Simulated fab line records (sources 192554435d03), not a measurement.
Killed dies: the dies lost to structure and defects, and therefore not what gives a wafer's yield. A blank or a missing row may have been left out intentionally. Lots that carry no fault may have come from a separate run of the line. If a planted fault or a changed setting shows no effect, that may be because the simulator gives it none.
One fault seen from 3 desks | flow n5 finfet | numbers are kept per desk, each desk with only its own; the story behind them comes last

THE DEFECT DESK
Per lot, the means of the sampled wafers with a number show what the inspections along the route counted. If a lot's mean is further than 4 standard deviations from the usual mean, the lot is out of limits and carries the mark OUT (the distance appears in the brackets).
Columns: A = raw defect count at N5_BEOL_M15_INSPECT_12, usual 1.9
lot  | first seen here | A
L343 | day 16 01:23    | 1.3
L345 | day 16 09:34    | 1.0
L347 | day 17 00:20    | 1.7
L349 | day 17 01:01    | 0.3
L351 | day 17 03:17    | 2.0
L348 | day 17 09:40    | 0.0
L350 | day 17 09:58    | 1.3
L354 | day 18 02:15    | 6.7
L359 | day 18 19:41    | 9.3 (+5.3) OUT
L358 | day 19 05:07    | 1.5
L363 | day 20 17:36    | 1.0
L365 | day 21 10:16    | 1.3
This desk's finding: out of limits on L359; first on L359, day 18 19:41 (raw defect count at N5_BEOL_M15_INSPECT_12). In limits: L343, L345, L347, L349, L351, L348, L350, L354, L358, L363, L365.

METROLOGY DESK
Means of the sampled wafers that have a number, per lot and without regard to the tool the lot ran on: this is what the gauges read. If a lot's mean is further than 4 standard deviations from the usual mean, the lot is out of limits and carries the mark OUT (the distance appears in the brackets).
Columns: A = V14_OVL at N5_BEOL_M15_OVL_MEAS_11, usual 3 nm
lot  | first seen here | A
L343 | day 16 01:22    | 4
L345 | day 16 09:32    | -1
L347 | day 17 00:19    | 0
L349 | day 17 00:59    | 6
L351 | day 17 03:16    | -5
L348 | day 17 09:39    | 6
L350 | day 17 09:56    | 2
L354 | day 18 02:13    | 3
L359 | day 18 19:40    | 6
L358 | day 19 05:05    | 7
L363 | day 20 17:35    | 5
L365 | day 21 10:14    | -2
This desk's verdict: no lot among the 12 shows anything out of limits.

FOR THE TOOL OWNER'S DESK: pecvd-04
The tool's own readings at N5_BEOL_M15_ILD_DEP_00 (deposits SiO2 from TEOS/O2, target thk 1629.3 nm, time 346.1 s): means of the sampled wafers that have a number, for each lot that ran on this tool. If a lot's mean is further than 4 standard deviations from the usual mean, the lot is out of limits and carries the mark OUT (the distance appears in the brackets).
Columns: A = heater power w at N5_BEOL_M15_ILD_DEP_00, usual 559 W; B = showerhead plenum p Torr at N5_BEOL_M15_ILD_DEP_00, usual 8.34 Torr; C = throttle valve pct at N5_BEOL_M15_ILD_DEP_00, usual 18.8 %
lot  | first seen here | A   | B    | C
L347 | day 16 23:44    | 731 | 8.33 | 18.2
L349 | day 17 00:17    | 669 | 8.32 | 18.4
L351 | day 17 02:33    | 774 | 8.30 | 18.9
L348 | day 17 09:03    | 595 | 8.31 | 19.3
L354 | day 18 01:31    | 699 | 8.30 | 19.5
L359 | day 18 18:54    | 670 | 8.30 | 19.0
This desk's verdict: no lot among the 6 shows anything out of limits.

ALL TOGETHER
The defect desk could have raised an alarm at day 18 19:41, on L359.
From the metrology desk's view, nothing was out of limits.
The tool owner's desk saw nothing out of limits.
The metrology desk holds a record of L359, inside its limits.
Tool owner's desk: L359 on record, inside its limits.
N5_BEOL_M15_ILD_DEP_00 was run on pecvd-04 by each of the lots named.

WHAT THE SIMULATOR HAD PUT IN
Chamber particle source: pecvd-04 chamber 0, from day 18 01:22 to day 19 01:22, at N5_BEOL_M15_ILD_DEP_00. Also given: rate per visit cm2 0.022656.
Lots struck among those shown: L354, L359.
Hours from the fault's start to each desk's first reading out of limits: the defect desk, 18.
